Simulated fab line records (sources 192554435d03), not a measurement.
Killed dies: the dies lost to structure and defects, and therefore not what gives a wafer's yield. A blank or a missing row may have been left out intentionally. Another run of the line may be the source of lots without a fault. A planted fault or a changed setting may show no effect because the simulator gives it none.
Split-lot experiment + flow n5-finfet + 7 lots, 39 wafers read, on a route of 1938 steps

## ON THE SPLIT
At N5_SD_EPI_N_ETCH_35 (etches SOC in N2/H2, overetch 108 nm, time 486 s), the setting source-w was moved away from the recipe's 3000 W on 15 of the 39 wafers read, by -15.3% to +18.6%. For the rest of the wafers, this setting stayed at what the recipe calls for.

The reading comes from the split's own step.

## THE READING
rf-vpp-V, in V, at N5_SD_EPI_N_ETCH_35 (etches SOC in N2/H2, overetch 108 nm, time 486 s). On this fab line, fault-free wafers typically give 241.3 V with a standard deviation of 1.2 V.

| wafer  | tool, chamber at the split | source-w as run, W | against the recipe | rf-vpp-V, V | against lot-mates on the recipe |
|--------|----------------------------|--------------------|--------------------|-------------|---------------------------------|
| L075.1 | rie-diel-04, 1             | 2566               | -14.5%             | 255.6       | +13.9                           |
| L075.2 | rie-diel-04, 2             | 3000               | recipe             | 241.3       | -                               |
| L075.3 | rie-diel-04, 3             | 3000               | recipe             | 240.8       | -                               |
| L075.4 | rie-diel-04, 2             | 2566               | -14.5%             | 254.6       | +12.9                           |
| L075.5 | rie-diel-04, 3             | 3000               | recipe             | 242.9       | -                               |
| L075.6 | rie-diel-04, 1             | 2566               | -14.5%             | 255.2       | +13.5                           |
| L079.1 | rie-diel-04, 3             | 3557               | +18.6%             | 225.8       | -15.4                           |
| L079.2 | rie-diel-04, 2             | 3000               | recipe             | 242.8       | -                               |
| L079.3 | rie-diel-04, 1             | 3000               | recipe             | 241.2       | -                               |
| L079.4 | rie-diel-04, 0             | 3000               | recipe             | 239.5       | -                               |
| L079.5 | rie-diel-04, 1             | 3557               | +18.6%             | 228.1       | -13.1                           |
| L079.6 | rie-diel-04, 0             | 3557               | +18.6%             | 226.6       | -14.6                           |
| L081.1 | rie-diel-05, 1             | 3000               | recipe             | 242.5       | -                               |
| L081.3 | rie-diel-05, 3             | 3000               | recipe             | 238.6       | -                               |
| L081.4 | rie-diel-05, 0             | 3000               | recipe             | 241.9       | -                               |
| L082.1 | rie-diel-06, 0             | 3000               | recipe             | 241.0       | -                               |
| L082.2 | rie-diel-06, 3             | 2540               | -15.3%             | 255.8       | +14.7                           |
| L082.3 | rie-diel-06, 1             | 2540               | -15.3%             | 254.7       | +13.6                           |
| L082.4 | rie-diel-06, 1             | 2540               | -15.3%             | 256.2       | +15.1                           |
| L082.5 | rie-diel-06, 0             | 3000               | recipe             | 241.1       | -                               |
| L082.6 | rie-diel-06, 3             | 3000               | recipe             | 241.2       | -                               |
| L089.1 | rie-diel-04, 1             | 3425               | +14.2%             | 229.4       | -11.6                           |
| L089.2 | rie-diel-04, 2             | 3000               | recipe             | 242.2       | -                               |
| L089.3 | rie-diel-04, 3             | 3000               | recipe             | 240.2       | -                               |
| L089.4 | rie-diel-04, 3             | 3425               | +14.2%             | 228.3       | -12.7                           |
| L089.5 | rie-diel-04, 2             | 3425               | +14.2%             | 231.4       | -9.6                            |
| L089.6 | rie-diel-04, 1             | 3000               | recipe             | 240.6       | -                               |
| L093.1 | rie-diel-04, 0             | 3000               | recipe             | 241.6       | -                               |
| L093.2 | rie-diel-04, 1             | 2765               | -7.8%              | 248.2       | +6.1                            |
| L093.3 | rie-diel-04, 2             | 3000               | recipe             | 241.8       | -                               |
| L093.4 | rie-diel-04, 0             | 2765               | -7.8%              | 247.2       | +5.1                            |
| L093.5 | rie-diel-04, 1             | 3000               | recipe             | 242.9       | -                               |
| L093.6 | rie-diel-04, 2             | 2765               | -7.8%              | 249.0       | +6.9                            |
| L094.1 | rie-diel-06, 0             | 3000               | recipe             | 242.5       | -                               |
| L094.2 | rie-diel-06, 2             | 3000               | recipe             | 241.6       | -                               |
| L094.3 | rie-diel-06, 1             | 3000               | recipe             | 238.9       | -                               |
| L094.4 | rie-diel-06, 3             | 3000               | recipe             | 240.3       | -                               |
| L094.5 | rie-diel-06, 0             | 3000               | recipe             | 241.3       | -                               |
| L094.6 | rie-diel-06, 3             | 3000               | recipe             | 238.9       | -                               |

THE FIT
A straight line over all 39 wafers: rf-vpp-V changes by -0.86 V for each +1% of source-w; r = -0.99; the points scatter about the line by 1.3 V.
The same after taking each lot's own level away (the mean of its wafers on the recipe; 39 wafers): -0.845 V for each +1%; r = -0.99; scatter 1.2 V.
On that fit, the largest move of source-w shifts the reading by 16 V.
Across the lots, their own levels run from 240.58 to 242.10 V, a range of 1.3 times the standard deviation given above.
Hence the lot-to-lot level has little effect on the slope; both slopes agree.
Check: -15.4 V against its lot-mates is what the line predicts for one of the wafers moved furthest among these (+18.6%) when that wafer is left out of the fit. It came out at -15.4 V against them.
Tool readings at the split's step, against how far the setting was moved: rf-vpp-V r = -0.99.

## THESE WAFERS: OTHER SPLITS
Other splits were also applied to these wafers ahead of the reading. Each is held against what the fit with the lots' levels taken away leaves over:
| other split on the same wafers    | wafers away from the commonest value | r with rf-vpp-V (lot level and that fit taken away) |
|-----------------------------------|--------------------------------------|-----------------------------------------------------|
| N5_DUMMY_GATE_CVD_03 target-thk-a | 12                                   | -0.13                                               |
| N5_DUMMY_GATE_ETCH_37 source-w    | 9                                    | -0.28                                               |
| N5_SPACER0_ALD_08 target-thk-a    | 15                                   | -0.01                                               |
| N5_SD_EPI_N_EXPOSE_06 dose-mj     | 15                                   | -0.03                                               |

## THE FILE'S OWN FIT
rf-vpp-V changes by -0.846 V for each +1% of source-w, r = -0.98.
